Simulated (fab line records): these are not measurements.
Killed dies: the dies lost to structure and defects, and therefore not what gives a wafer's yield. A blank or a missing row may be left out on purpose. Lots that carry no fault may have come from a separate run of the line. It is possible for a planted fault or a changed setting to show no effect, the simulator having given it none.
Split-lot trial / flow n5 finfet / 21 wafers read across 7 lots, on a route 1938 steps long

THE SPLIT ITSELF
At N5_BEOL_M7_EXPOSE_08 (exposes mask M7), the setting dose mj was moved away from the recipe's 68.25 on 2 of the 21 wafers read, by -6.1% to +3.8%. All remaining wafers had this setting at the recipe value.

FROM THE SPLIT TO THE READING: what the file shows between them, 14 steps
- N5_BEOL_M7_PEB_09: peb time 60 s
- N5_BEOL_M7_DEVELOP_10: develop time 30 s
- N5_BEOL_M7_CD_MEAS_11: target cd 38.5 nm
- N5_BEOL_M7_ETCH_61: etches SiARC in CF4, target depth 45.5 nm, time 75.8 s (also split here: source w)
- N5_BEOL_M7_ETCH_62: etches SOC in N2/H2, target depth 110 nm, overetch 22 nm, time 165 s
- N5_BEOL_M7_STRIP_68: strips in N2/H2
- N5_BEOL_M7_STRIP_67: strips in CF4
- N5_BEOL_M7_HM_OPEN_17: chemistry Cl2/BCl3, target TiN, target depth 20 nm, overetch 6 nm
- N5_BEOL_M7_STRIP_19: strips in O2
- N5_BEOL_M7_CD_MEAS_18: pitch 80 nm, target cd 40 nm
- N5_BEOL_M7_COAT_63: time 60 s, resist thk 60 nm
- N5_BEOL_M7_COAT_64: time 60 s, resist thk 12 nm
- N5_BEOL_M7_PRECLEAN_42: cleans in residue remover, time 60 s
- N5_BEOL_M7_SRD_43: time 30 s

THE READING
At N5_BEOL_M7_CD_MEAS_35: cd nm in nanometres, against a target cd of 40 nm. Fault-free wafers of this fab line usually give 40.2 nm, standard deviation 0.55 nm.

wafer=L078.4; tool, chamber at the split=arfi scanner-03, 0; dose mj as run=68.25; against the recipe=recipe; cd nm, nm=40.6; against lot-mates on the recipe=-
wafer=L078.5; tool, chamber at the split=arfi scanner-03, 0; dose mj as run=68.25; against the recipe=recipe; cd nm, nm=40.2; against lot-mates on the recipe=-
wafer=L078.6; tool, chamber at the split=arfi scanner-03, 0; dose mj as run=68.25; against the recipe=recipe; cd nm, nm=40.4; against lot-mates on the recipe=-
wafer=L081.1; tool, chamber at the split=arfi scanner-01, 0; dose mj as run=68.25; against the recipe=recipe; cd nm, nm=39.7; against lot-mates on the recipe=-
wafer=L081.3; tool, chamber at the split=arfi scanner-01, 0; dose mj as run=68.25; against the recipe=recipe; cd nm, nm=40.3; against lot-mates on the recipe=-
wafer=L081.5; tool, chamber at the split=arfi scanner-01, 0; dose mj as run=68.25; against the recipe=recipe; cd nm, nm=40.6; against lot-mates on the recipe=-
wafer=L080.1; tool, chamber at the split=arfi scanner-01, 0; dose mj as run=64.06; against the recipe=-6.1%; cd nm, nm=37.4; against lot-mates on the recipe=-3.5
wafer=L080.2; tool, chamber at the split=arfi scanner-01, 0; dose mj as run=68.25; against the recipe=recipe; cd nm, nm=41.0; against lot-mates on the recipe=-
wafer=L080.6; tool, chamber at the split=arfi scanner-01, 0; dose mj as run=68.25; against the recipe=recipe; cd nm, nm=40.7; against lot-mates on the recipe=-
wafer=L084.2; tool, chamber at the split=arfi scanner-02, 0; dose mj as run=68.25; against the recipe=recipe; cd nm, nm=41.2; against lot-mates on the recipe=-
wafer=L084.5; tool, chamber at the split=arfi scanner-02, 0; dose mj as run=68.25; against the recipe=recipe; cd nm, nm=40.9; against lot-mates on the recipe=-
wafer=L084.6; tool, chamber at the split=arfi scanner-02, 0; dose mj as run=68.25; against the recipe=recipe; cd nm, nm=40.8; against lot-mates on the recipe=-
wafer=L083.1; tool, chamber at the split=arfi scanner-02, 0; dose mj as run=70.87; against the recipe=+3.8%; cd nm, nm=43.1; against lot-mates on the recipe=+3.5
wafer=L083.2; tool, chamber at the split=arfi scanner-02, 0; dose mj as run=68.25; against the recipe=recipe; cd nm, nm=39.6; against lot-mates on the recipe=-
wafer=L083.4; tool, chamber at the split=arfi scanner-02, 0; dose mj as run=68.25; against the recipe=recipe; cd nm, nm=39.6; against lot-mates on the recipe=-
wafer=L088.1; tool, chamber at the split=arfi scanner-01, 0; dose mj as run=68.25; against the recipe=recipe; cd nm, nm=40.3; against lot-mates on the recipe=-
wafer=L088.3; tool, chamber at the split=arfi scanner-01, 0; dose mj as run=68.25; against the recipe=recipe; cd nm, nm=40.6; against lot-mates on the recipe=-
wafer=L088.4; tool, chamber at the split=arfi scanner-01, 0; dose mj as run=68.25; against the recipe=recipe; cd nm, nm=39.6; against lot-mates on the recipe=-
wafer=L091.1; tool, chamber at the split=arfi scanner-01, 0; dose mj as run=68.25; against the recipe=recipe; cd nm, nm=40.4; against lot-mates on the recipe=-
wafer=L091.4; tool, chamber at the split=arfi scanner-01, 0; dose mj as run=68.25; against the recipe=recipe; cd nm, nm=40.4; against lot-mates on the recipe=-
wafer=L091.6; tool, chamber at the split=arfi scanner-01, 0; dose mj as run=68.25; against the recipe=recipe; cd nm, nm=40.3; against lot-mates on the recipe=-

THE FIT
A straight line over all 21 wafers: cd nm changes by +0.55 nm for each +1% of dose mj; r = +0.88; the points scatter about the line by 0.49 nm.
The same after taking each lot's own level away (the mean of its wafers on the recipe; 21 wafers): +0.664 nm for each +1%; r = +0.95; scatter 0.35 nm.
That fit puts the effect of the largest move of dose mj on the reading at 4.1 nm.
The span of the lots' own levels, 39.60 to 40.97 nm, comes to 2.5 times the standard deviation stated above.
So the slope is not independent of the lot-to-lot level: the two fits are not the same.
Check: -5.6 nm against its lot-mates is what the line predicts for one of the wafers moved furthest among these (-6.1%) when that wafer is left out of the fit. It came out at -3.45 nm against them.

FURTHER SPLITS ON THESE WAFERS
These wafers also went through other splits before the reading. Each is held against what the fit with the lots' levels taken away leaves over:
other split on the same wafers=N5_BEOL_M6_TRENCH_ETCH_37 time s; wafers away from the commonest value=9; r with cd nm (lot level and that fit taken away)=+0.25
other split on the same wafers=N5_BEOL_M7_ETCH_61 source w; wafers away from the commonest value=4; r with cd nm (lot level and that fit taken away)=+0.38

THE WHOLE CHAIN: every reading that the file lists as answering this split, in the file's order
step=N5_BEOL_M7_CD_MEAS_11; what it does=target cd 38.5 nm; reading=cd nm; change (the file's fit)=+0.602 nm for each +1% of the setting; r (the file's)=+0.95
step=N5_BEOL_M7_ETCH_61; what it does=etches SiARC in CF4, target depth 45.5 nm, time 75.8 s; reading=BEOL_M7.cd offset nm (the simulator's own value, which no gauge read); change (the file's fit)=+0.608 nm for each +1% of the setting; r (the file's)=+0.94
step=N5_BEOL_M7_ETCH_62; what it does=etches SOC in N2/H2, target depth 110 nm, overetch 22 nm, time 165 s; reading=BEOL_M7.cd offset nm (the simulator's own value, which no gauge read); change (the file's fit)=+0.586 nm for each +1% of the setting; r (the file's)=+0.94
step=N5_BEOL_M7_HM_OPEN_17; what it does=chemistry Cl2/BCl3, target TiN, target depth 20 nm, overetch 6 nm; reading=BEOL_M7.cd offset nm (the simulator's own value, which no gauge read); change (the file's fit)=+0.643 nm for each +1% of the setting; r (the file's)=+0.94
step=N5_BEOL_M7_CD_MEAS_18; what it does=pitch 80 nm, target cd 40 nm; reading=cd nm; change (the file's fit)=+0.676 nm for each +1% of the setting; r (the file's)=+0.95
step=N5_BEOL_M7_CD_MEAS_35; what it does=target cd 40 nm; reading=cd nm; change (the file's fit)=+0.667 nm for each +1% of the setting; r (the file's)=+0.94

THE FILE'S OWN FIT
cd nm changes by +0.667 nm for each +1% of dose mj, r = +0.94.
